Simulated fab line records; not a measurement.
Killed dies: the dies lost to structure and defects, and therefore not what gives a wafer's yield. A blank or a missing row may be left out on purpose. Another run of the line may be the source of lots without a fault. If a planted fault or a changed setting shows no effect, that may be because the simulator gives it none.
What tool caused it? :: flow nand-harc :: 12 lots with 36 wafers sampled at 5 steps, on a route of 1159 steps

== WHAT THE GAUGES READ, wafer by wafer ==
NHARC_A_CONTACT_INSPECT_10.
lot: L699
measured: day 17 04:15
on: defect-inspect-01
raw-defect-count: 31 30 24

lot: L700
measured: day 17 08:47
on: defect-inspect-01
raw-defect-count: 16 21 25

lot: L698
measured: day 17 14:44
on: defect-inspect-02
raw-defect-count: 10 12 9

lot: L707
measured: day 19 04:19
on: defect-inspect-01
raw-defect-count: 29 25 21

lot: L710
measured: day 19 16:55
on: defect-inspect-02
raw-defect-count: 25 41 28

lot: L715
measured: day 20 19:10
on: defect-inspect-01
raw-defect-count: 39 28 40

lot: L713
measured: day 20 18:16
on: defect-inspect-01
raw-defect-count: 46 57 43

lot: L714
measured: day 20 23:01
on: defect-inspect-02
raw-defect-count: 17 13 11

lot: L716
measured: day 21 12:06
on: defect-inspect-01
raw-defect-count: 33 33 27

lot: L719
measured: day 22 06:47
on: defect-inspect-01
raw-defect-count: 34 37 42

lot: L717
measured: day 22 07:47
on: defect-inspect-02
raw-defect-count: 23 29 28

lot: L721
measured: day 22 17:01
on: defect-inspect-01
raw-defect-count: 35 46 36

NHARC_END_SORT_01.
lot: L710
measured: day 22 01:46
on: prober-02
killed-at-array: 18 30 22
killed-at-other: 1 0 0
killed-at-periphery: 2 1 8
killed-dies: 21 31 30
killed-open: 2 3 5
killed-short: 4 2 2

== EACH LOT AND THE TOOL THAT RAN IT (in order: tool; ch and the chambers of the sampled wafers; start) ==
lot: L699
NHARC_A_CONTACT_ETCH_133: har-cap-etch-02 ch 0,1, day 16 22:04
NHARC_A_CONTACT_ETCH_88: rie-diel-01 ch 0,1,3, day 17 04:23
NHARC_A_BLC_ETCH_17: rie-diel-06 ch 2,3, day 17 11:16

lot: L700
NHARC_A_CONTACT_ETCH_133: har-cap-etch-03 ch 0,1, day 17 02:41
NHARC_A_CONTACT_ETCH_88: rie-diel-02 ch 0,3, day 17 08:56
NHARC_A_BLC_ETCH_17: rie-diel-12 ch 0,2,3, day 17 14:49

lot: L698
NHARC_A_CONTACT_ETCH_133: har-cap-etch-01 ch 0,1, day 17 08:36
NHARC_A_CONTACT_ETCH_88: rie-diel-01 ch 2,3, day 17 14:54
NHARC_A_BLC_ETCH_17: rie-diel-12 ch 0,1,2, day 17 21:19

lot: L707
NHARC_A_CONTACT_ETCH_133: har-cap-etch-03 ch 0,1, day 19 00:37
NHARC_A_CONTACT_ETCH_88: rie-diel-01 ch 0,3, day 19 04:28
NHARC_A_BLC_ETCH_17: rie-diel-12 ch 2,3, day 19 11:21

lot: L710
NHARC_A_CONTACT_ETCH_133: har-cap-etch-02 ch 0,1, day 19 09:40
NHARC_A_CONTACT_ETCH_88: rie-diel-01 ch 0,1,2, day 19 17:03
NHARC_A_BLC_ETCH_17: rie-diel-12 ch 0,2,3, day 20 01:05

lot: L715
NHARC_A_CONTACT_ETCH_133: har-cap-etch-03 ch 0,1, day 20 13:26
NHARC_A_CONTACT_ETCH_88: rie-diel-01 ch 1,2,3, day 20 19:19
NHARC_A_BLC_ETCH_17: rie-diel-05 ch 0,2,3, day 21 09:16

lot: L713
NHARC_A_CONTACT_ETCH_133: har-cap-etch-01 ch 0,1, day 20 13:54
NHARC_A_CONTACT_ETCH_88: rie-diel-07 ch 0,3, day 20 18:24
NHARC_A_BLC_ETCH_17: rie-diel-05 ch 0,1,3, day 21 00:12

lot: L714
NHARC_A_CONTACT_ETCH_133: har-cap-etch-02 ch 0,1, day 20 19:05
NHARC_A_CONTACT_ETCH_88: rie-diel-01 ch 0,2,3, day 20 23:10
NHARC_A_BLC_ETCH_17: rie-diel-05 ch 0,2,3, day 21 14:51

lot: L716
NHARC_A_CONTACT_ETCH_133: har-cap-etch-01 ch 0,1, day 21 06:02
NHARC_A_CONTACT_ETCH_88: rie-diel-07 ch 0,1,2, day 21 12:47
NHARC_A_BLC_ETCH_17: rie-diel-12 ch 0,2, day 22 02:29

lot: L719
NHARC_A_CONTACT_ETCH_133: har-cap-etch-01 ch 0,1, day 22 02:00
NHARC_A_CONTACT_ETCH_88: rie-diel-01 ch 0,2,3, day 22 06:56
NHARC_A_BLC_ETCH_17: rie-diel-12 ch 0,1,3, day 22 12:58

lot: L717
NHARC_A_CONTACT_ETCH_133: har-cap-etch-03 ch 0,1, day 22 03:59
NHARC_A_CONTACT_ETCH_88: rie-diel-01 ch 0,1,2, day 22 07:58
NHARC_A_BLC_ETCH_17: rie-diel-12 ch 0,2, day 22 17:58

lot: L721
NHARC_A_CONTACT_ETCH_133: har-cap-etch-01 ch 0,1, day 22 12:17
NHARC_A_CONTACT_ETCH_88: rie-diel-01 ch 1,2,3, day 22 17:10
NHARC_A_BLC_ETCH_17: rie-diel-05 ch 0,1, day 23 02:14
- NHARC_A_CONTACT_ETCH_133: etches the open film in C4F8/O2/Ar, time 195 s, target depth 840 nm.
- NHARC_A_CONTACT_ETCH_88: etches the open film in CF4, target depth 39 nm, time 65 s.
- NHARC_A_BLC_ETCH_17: etches the open film in N2/H2, target depth 390 nm, time 609.38 s.

== AS READ BY THE TOOLS THEMSELVES (means over the sampled wafers that have a number; for cases with no such wafer, the mark the record gives instead) ==
NHARC_A_CONTACT_ETCH_133.
lot: L699
tool: har-cap-etch-02
run-length-s (s): 226.5

lot: L700
tool: har-cap-etch-03
run-length-s (s): 225.8

lot: L698
tool: har-cap-etch-01
run-length-s (s): 226.2

lot: L707
tool: har-cap-etch-03
run-length-s (s): 225.9

lot: L710
tool: har-cap-etch-02
run-length-s (s): 226.6

lot: L715
tool: har-cap-etch-03
run-length-s (s): 226.0

lot: L713
tool: har-cap-etch-01
run-length-s (s): 226.6

lot: L714
tool: har-cap-etch-02
run-length-s (s): 226.7

lot: L716
tool: har-cap-etch-01
run-length-s (s): 226.3

lot: L719
tool: har-cap-etch-01
run-length-s (s): 226.5

lot: L717
tool: har-cap-etch-03
run-length-s (s): 225.8

lot: L721
tool: har-cap-etch-01
run-length-s (s): 226.4

NHARC_A_CONTACT_ETCH_88.
lot: L699
tool: rie-diel-01
drypump-motor-current-A (A): 5.89
oes-product-au (a.u.): 1.003
rf-vpp-V (V): 152.0
run-length-s (s): 85.9
showerhead-plenum-p-Torr (Torr): 1.76
throttle-valve-pct (%): 13.277

lot: L700
tool: rie-diel-02
drypump-motor-current-A (A): 6.02
oes-product-au (a.u.): 0.998
rf-vpp-V (V): 152.0
run-length-s (s): 86.8
showerhead-plenum-p-Torr (Torr): 1.77
throttle-valve-pct (%): 13.289

lot: L698
tool: rie-diel-01
drypump-motor-current-A (A): 5.71
oes-product-au (a.u.): 0.986
rf-vpp-V (V): 151.1
run-length-s (s): 86.1
showerhead-plenum-p-Torr (Torr): 1.77
throttle-valve-pct (%): 13.283

lot: L707
tool: rie-diel-01
drypump-motor-current-A (A): 5.84
oes-product-au (a.u.): 0.996
rf-vpp-V (V): 150.0
run-length-s (s): 86.1
showerhead-plenum-p-Torr (Torr): 1.69
throttle-valve-pct (%): 13.287

lot: L710
tool: rie-diel-01
drypump-motor-current-A (A): 5.93
oes-product-au (a.u.): 1.000
rf-vpp-V (V): 150.9
run-length-s (s): 86.0
showerhead-plenum-p-Torr (Torr): 1.82
throttle-valve-pct (%): 13.274

lot: L715
tool: rie-diel-01
drypump-motor-current-A (A): 5.77
oes-product-au (a.u.): 0.998
rf-vpp-V (V): 151.4
run-length-s (s): 86.3
showerhead-plenum-p-Torr (Torr): 1.77
throttle-valve-pct (%): 13.279

lot: L713
tool: rie-diel-07
drypump-motor-current-A (A): 5.63
oes-product-au (a.u.): 1.003
rf-vpp-V (V): 151.6
run-length-s (s): 87.0
showerhead-plenum-p-Torr (Torr): 1.79
throttle-valve-pct (%): 13.285

lot: L714
tool: rie-diel-01
drypump-motor-current-A (A): 5.85
oes-product-au (a.u.): 1.000
rf-vpp-V (V): 151.2
run-length-s (s): 85.9
showerhead-plenum-p-Torr (Torr): 1.76
throttle-valve-pct (%): 13.287

lot: L716
tool: rie-diel-07
drypump-motor-current-A (A): 5.65
oes-product-au (a.u.): 1.002
rf-vpp-V (V): 152.3
run-length-s (s): 86.9
showerhead-plenum-p-Torr (Torr): 1.79
throttle-valve-pct (%): 13.286

lot: L719
tool: rie-diel-01
drypump-motor-current-A (A): 5.85
oes-product-au (a.u.): 1.000
rf-vpp-V (V): 153.7
run-length-s (s): 85.7
showerhead-plenum-p-Torr (Torr): 1.85
throttle-valve-pct (%): 13.282

lot: L717
tool: rie-diel-01
drypump-motor-current-A (A): 5.91
oes-product-au (a.u.): 1.003
rf-vpp-V (V): 152.5
run-length-s (s): 86.3
showerhead-plenum-p-Torr (Torr): 1.82
throttle-valve-pct (%): 13.280

lot: L721
tool: rie-diel-01
drypump-motor-current-A (A): 5.74
oes-product-au (a.u.): 0.994
rf-vpp-V (V): 152.0
run-length-s (s): 86.4
showerhead-plenum-p-Torr (Torr): 1.86
throttle-valve-pct (%): 13.283

NHARC_A_BLC_ETCH_17.
lot: L699
tool: rie-diel-06
drypump-motor-current-A (A): 5.1
oes-product-au (a.u.): 1.004
rf-vpp-V (V): 433.4
run-length-s (s): 630.4
showerhead-plenum-p-Torr (Torr): 2.18
throttle-valve-pct (%): 14.174

lot: L700
tool: rie-diel-12
drypump-motor-current-A (A): 6.1
oes-product-au (a.u.): 1.000
rf-vpp-V (V): 430.5
run-length-s (s): 630.8
showerhead-plenum-p-Torr (Torr): 2.01
throttle-valve-pct (%): 14.175

lot: L698
tool: rie-diel-12
drypump-motor-current-A (A): 6.0
oes-product-au (a.u.): 0.992
rf-vpp-V (V): 430.0
run-length-s (s): 630.8
showerhead-plenum-p-Torr (Torr): 2.01
throttle-valve-pct (%): 14.173

lot: L707
tool: rie-diel-12
drypump-motor-current-A (A): 5.7
oes-product-au (a.u.): 0.992
rf-vpp-V (V): 431.0
run-length-s (s): 609.6
showerhead-plenum-p-Torr (Torr): 2.06
throttle-valve-pct (%): 14.175

lot: L710
tool: rie-diel-12
drypump-motor-current-A (A): 6.1
oes-product-au (a.u.): 0.984
rf-vpp-V (V): 430.3
run-length-s (s): 610.1
showerhead-plenum-p-Torr (Torr): 2.01
throttle-valve-pct (%): 14.169

lot: L715
tool: rie-diel-05
drypump-motor-current-A (A): 5.7
oes-product-au (a.u.): 0.998
rf-vpp-V (V): 430.8
run-length-s (s): 630.3
showerhead-plenum-p-Torr (Torr): 2.02
throttle-valve-pct (%): 14.171

lot: L713
tool: rie-diel-05
drypump-motor-current-A (A): 5.5
oes-product-au (a.u.): 0.994
rf-vpp-V (V): 428.8
run-length-s (s): 630.5
showerhead-plenum-p-Torr (Torr): 1.96
throttle-valve-pct (%): 14.166

lot: L714
tool: rie-diel-05
drypump-motor-current-A (A): 5.7
oes-product-au (a.u.): 1.007
rf-vpp-V (V): 429.9
run-length-s (s): 630.1
showerhead-plenum-p-Torr (Torr): 2.02
throttle-valve-pct (%): 14.165

lot: L716
tool: rie-diel-12
drypump-motor-current-A (A): 6.4
oes-product-au (a.u.): 0.993
rf-vpp-V (V): 428.3
run-length-s (s): 631.0
showerhead-plenum-p-Torr (Torr): 1.96
throttle-valve-pct (%): 14.171

lot: L719
tool: rie-diel-12
drypump-motor-current-A (A): 5.9
oes-product-au (a.u.): 0.999
rf-vpp-V (V): 430.6
run-length-s (s): 630.6
showerhead-plenum-p-Torr (Torr): 2.06
throttle-valve-pct (%): 14.173

lot: L717
tool: rie-diel-12
drypump-motor-current-A (A): 6.4
oes-product-au (a.u.): 0.992
rf-vpp-V (V): 427.1
run-length-s (s): 631.3
showerhead-plenum-p-Torr (Torr): 1.96
throttle-valve-pct (%): 14.165

lot: L721
tool: rie-diel-05
drypump-motor-current-A (A): 5.4
oes-product-au (a.u.): 1.002
rf-vpp-V (V): 429.4
run-length-s (s): 631.0
showerhead-plenum-p-Torr (Torr): 1.98
throttle-valve-pct (%): 14.167

== THE ANSWER, worked out from the rows above alone ==
Rule: the lots themselves supply what counts as usual. Put in order of their means at a reading, lots are off if they are a third of the lots or fewer, leave a main group of 4 or more, and stand apart from it by a gap of 3 or more times the standard deviation of the main group's means; of several such gaps the widest counts. A main group is skipped when, at the precision printed for the reading in the tables above, its means are all equal. A lot without any number at a reading at which 4 lots or more have one is off too. All remaining lots with rows at the step are treated as sound. After the gauges, taken in route order, come the tools' own readings; for these a lot's mean is taken, as printed above. The first step at which some lot is off is used, and at that step the reading that is off furthest; a lot without a number counts as furthest.
Off at NHARC_A_BLC_ETCH_17 (run-length-s): L707, L710. Main group: mean 630.7 s, sd 0.35.
A tool fits if, at that step or a process step before it, it ran every lot that is off, and no sound lot after the first of them. None of those tried fits.

== WHAT THE SIMULATOR HAD INSERTED ==
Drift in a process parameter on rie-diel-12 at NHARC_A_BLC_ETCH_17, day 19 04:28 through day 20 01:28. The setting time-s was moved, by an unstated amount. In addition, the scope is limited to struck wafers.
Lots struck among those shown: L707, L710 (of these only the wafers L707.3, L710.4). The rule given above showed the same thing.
